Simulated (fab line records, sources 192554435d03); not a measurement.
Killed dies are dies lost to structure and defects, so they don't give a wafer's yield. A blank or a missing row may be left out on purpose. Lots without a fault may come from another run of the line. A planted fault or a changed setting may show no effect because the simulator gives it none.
Chamber matching | flow n5_finfet | N5_BEOL_M8_ETCH_65 on rie_diel-03: 4 sister chambers
The step etches SiARC in CF4, target depth 15.6 nm, time 26 s. 8 wafers are shown with their chamber, then 10 later ones without.

WAFERS WITH THEIR CHAMBER
wafer  | chamber | drypump_motor_current_A (A) | showerhead_plenum_p_Torr (Torr)
L085.1 | 0       | 5.4                         | 2.12
L085.5 | 1       | 6.6                         | 2.09
L085.6 | 2       | 6.0                         | 2.19
L087.1 | 3       | 5.5                         | 2.10
L087.5 | 2       | 6.0                         | 2.19
L087.6 | 3       | 5.5                         | 2.10
L086.1 | 0       | 5.3                         | 2.12
L086.2 | 1       | 6.6                         | 2.08

WAFERS WITHOUT THEIR CHAMBER
wafer  | drypump_motor_current_A (A) | showerhead_plenum_p_Torr (Torr)
L086.4 | 5.9                         | 2.18
L090.3 | 6.6                         | 2.08
L090.5 | 6.5                         | 2.08
L090.6 | 6.0                         | 2.18
L092.2 | 6.0                         | 2.18
L092.4 | 6.6                         | 2.08
L092.6 | 5.3                         | 2.12
L093.1 | 5.9                         | 2.18
L093.4 | 5.5                         | 2.09
L093.6 | 6.6                         | 2.08

WHICH CHAMBER EACH WENT THROUGH
wafer  | from the rows above | in truth
L086.4 | 2                   | 2
L090.3 | 1                   | 1
L090.5 | 1                   | 1
L090.6 | 2                   | 2
L092.2 | 2                   | 2
L092.4 | 1                   | 1
L092.6 | 0                   | 0
L093.1 | 2                   | 2
L093.4 | 3                   | 3
L093.6 | 1                   | 1
Placed correctly: 10 of 10. Can't be placed from these rows: 0. Placed wrongly: 0.
How it was worked out, from the rows above alone: a wafer's distance from a chamber is the root of the sum, over the readings, of the square of ((its reading less the chamber's mean) divided by the reading's scatter). The wafer belongs to the nearest chamber; if the next one is less than 2 further off, it can't be placed. A chamber's mean is the mean of its shown wafers. The scatter: the root of (the sum of the squares of (reading less its chamber's mean) over the shown wafers, divided by (wafers less chambers)).
